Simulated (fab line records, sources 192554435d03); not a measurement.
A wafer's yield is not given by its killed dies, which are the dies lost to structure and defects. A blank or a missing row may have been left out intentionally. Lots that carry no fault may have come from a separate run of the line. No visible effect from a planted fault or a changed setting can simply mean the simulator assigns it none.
Matching of chambers + flow n5_finfet + rie_si-01 running N5_FIN_SAQP_FIN_ETCH_36: 4 sister chambers
The step etches the open film in HBr/Cl2/O2, target depth 120 nm, time 50.4 s. 16 wafers are shown with their chamber, then 8 later ones without.

== WAFERS, EACH WITH ITS CHAMBER ==
| wafer  | chamber | drypump_motor_current_A (A) | throttle_valve_pct (%) | oes_product_au (a.u.) |
|--------|---------|-----------------------------|------------------------|-----------------------|
| L075.4 | 3       | 4.7                         | 36.22                  | 0.999                 |
| L075.5 | 0       | 6.1                         | 36.18                  | 1.015                 |
| L075.6 | 3       | 4.7                         | 36.23                  | 0.994                 |
| L076.2 | 2       | 5.3                         | 35.86                  | 0.994                 |
| L076.3 | 3       | 4.7                         | 36.23                  | 0.985                 |
| L076.5 | 1       | 5.8                         | 35.90                  | 0.999                 |
| L077.4 | 3       | 4.7                         | 36.22                  | 0.999                 |
| L077.5 | 0       | 6.1                         | 36.21                  | 0.982                 |
| L077.6 | 1       | 5.7                         | 35.88                  | 1.015                 |
| L083.2 | 2       | 5.3                         | 35.89                  | 0.991                 |
| L083.3 | 1       | 5.8                         | 35.89                  | 1.010                 |
| L083.6 | 1       | 5.8                         | 35.89                  | 1.005                 |
| L084.2 | 2       | 5.3                         | 35.87                  | 0.996                 |
| L084.3 | 0       | 6.1                         | 36.17                  | 1.012                 |
| L084.4 | 3       | 4.7                         | 36.23                  | 0.999                 |
| L085.1 | 0       | 6.2                         | 36.18                  | 0.995                 |

SIGNATURES (averages over the wafers above)
| reading                 | chamber 0 | chamber 1 | chamber 2 | chamber 3 | scatter within a chamber |
|-------------------------|-----------|-----------|-----------|-----------|--------------------------|
| drypump_motor_current_A | 6.125     | 5.775     | 5.300     | 4.700     | 0.0354                   |
| throttle_valve_pct      | 36.1850   | 35.8900   | 35.8733   | 36.2260   | 0.0119                   |
| oes_product_au          | 1.00100   | 1.00725   | 0.99367   | 0.99520   | 0.0092                   |
Rule: distance of a wafer from a chamber = root of the sum over the readings of ((wafer's reading minus chamber's mean) / reading's scatter) squared. The wafer belongs to the nearest chamber; if the next one is less than 2 further off, it can't be placed. The scatter: the root of (the sum of the squares of (reading less its chamber's mean) over the shown wafers, divided by (wafers less chambers)).

== WAFERS WITH NO CHAMBER GIVEN ==
| wafer  | drypump_motor_current_A (A) | throttle_valve_pct (%) | oes_product_au (a.u.) |
|--------|-----------------------------|------------------------|-----------------------|
| L085.2 | 4.7                         | 36.24                  | 0.990                 |
| L085.3 | 5.3                         | 35.91                  | 0.986                 |
| L086.4 | 4.7                         | 36.24                  | 0.992                 |
| L086.5 | 5.7                         | 35.88                  | 1.013                 |
| L086.6 | 5.3                         | 35.88                  | 0.991                 |
| L097.1 | 4.7                         | 36.23                  | 1.000                 |
| L097.3 | 6.1                         | 36.19                  | 1.002                 |
| L097.6 | 4.7                         | 36.24                  | 0.987                 |

== WHICH CHAMBER EACH ONE RAN IN ==
| wafer  | from the rows above | in truth |
|--------|---------------------|----------|
| L085.2 | 3                   | 3        |
| L085.3 | 2                   | 2        |
| L086.4 | 3                   | 3        |
| L086.5 | 1                   | 1        |
| L086.6 | 2                   | 2        |
| L097.1 | 3                   | 3        |
| L097.3 | 0                   | 0        |
| L097.6 | 3                   | 3        |
Correct placement for 8 of the 8. From these rows, 0 cannot be placed. 0 placed wrongly.
